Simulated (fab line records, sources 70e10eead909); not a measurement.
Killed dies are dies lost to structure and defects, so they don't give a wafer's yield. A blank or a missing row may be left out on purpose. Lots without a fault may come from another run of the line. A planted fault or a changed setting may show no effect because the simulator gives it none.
Which tool did it? | flow nand_harc | 6 lots, 18 wafers sampled, at 5 steps of a route of 1302

WHAT THE GAUGES READ, wafer by wafer
NHARC_END_SORT_01.
lot  | measured     | on        | killed_at_array
L600 | day 29 17:06 | prober-01 | 667 673 673
L601 | day 31 10:37 | prober-01 | 673 676 669

WHICH TOOL RAN EACH LOT (tool, then ch and the chambers of the sampled wafers, then the start)
lot  | NHARC_A_CHANNEL_HOLE_D2_ETCH_21  | NHARC_A_CHANNEL_HOLE_D2_ETCH_24  | NHARC_A_CHANNEL_HOLE_D2_ETCH_26  | NHARC_A_CHANNEL_FILL_D2_CVD_18
L589 | har_etch-01 ch 0,1, day 14 10:58 | har_etch-01 ch 0,1, day 14 12:41 | har_etch-01 ch 0,1, day 14 14:19 | lpcvd_poly-03 ch 0, day 15 14:30
L591 | har_etch-01 ch 0,1, day 15 03:23 | har_etch-01 ch 0,1, day 15 05:13 | har_etch-01 ch 0,1, day 15 06:40 | lpcvd_poly-03 ch 0, day 16 06:58
L600 | har_etch-02 ch 0,1, day 18 17:17 | har_etch-02 ch 0,1, day 18 19:06 | har_etch-02 ch 0,1, day 18 20:34 | lpcvd_poly-02, day 19 21:15
L601 | har_etch-02 ch 0,1, day 19 09:46 | har_etch-02 ch 0,1, day 19 11:34 | har_etch-02 ch 0,1, day 19 13:01 | lpcvd_poly-03, day 20 12:56
L607 | har_etch-02 ch 0,1, day 21 05:07 | har_etch-02 ch 0,1, day 21 06:49 | har_etch-02 ch 0,1, day 21 08:28 | lpcvd_poly-02 ch 0, day 22 05:54
L610 | har_etch-01 ch 0,1, day 22 15:13 | har_etch-01 ch 0,1, day 22 16:54 | har_etch-01 ch 0,1, day 22 18:33 | lpcvd_poly-02 ch 0, day 23 18:40
- NHARC_A_CHANNEL_HOLE_D2_ETCH_21: etches the open film in C4F8/O2/Ar, time 514.3 s, target depth 1600 nm.
- NHARC_A_CHANNEL_HOLE_D2_ETCH_24: etches the open film in C4F8/O2/Ar, time 906.2 s, target depth 1500 nm.
- NHARC_A_CHANNEL_HOLE_D2_ETCH_26: etches the open film in C4F8/O2/Ar, time 224.1 s, target depth 300 nm.
- NHARC_A_CHANNEL_FILL_D2_CVD_18: deposits poly-Si, target thk 3 nm.

THE ANSWER, worked out from the rows above alone
Rule: what is usual is taken from the lots themselves. Put in order of their means at a reading, lots are off if they are a third of the lots or fewer, leave a main group of 4 or more, and stand apart from it by a gap of 3 or more times the standard deviation of the main group's means; of several such gaps the widest counts. A main group whose means are all the same, to the digits that the tables above print for the reading, isn't used. A lot without any number at a reading at which 4 lots or more have one is off too. The other lots that the step has rows for count as sound.
No lot is off at any reading shown: from this, nothing can be told.

WHAT THE SIMULATOR HAD PUT IN
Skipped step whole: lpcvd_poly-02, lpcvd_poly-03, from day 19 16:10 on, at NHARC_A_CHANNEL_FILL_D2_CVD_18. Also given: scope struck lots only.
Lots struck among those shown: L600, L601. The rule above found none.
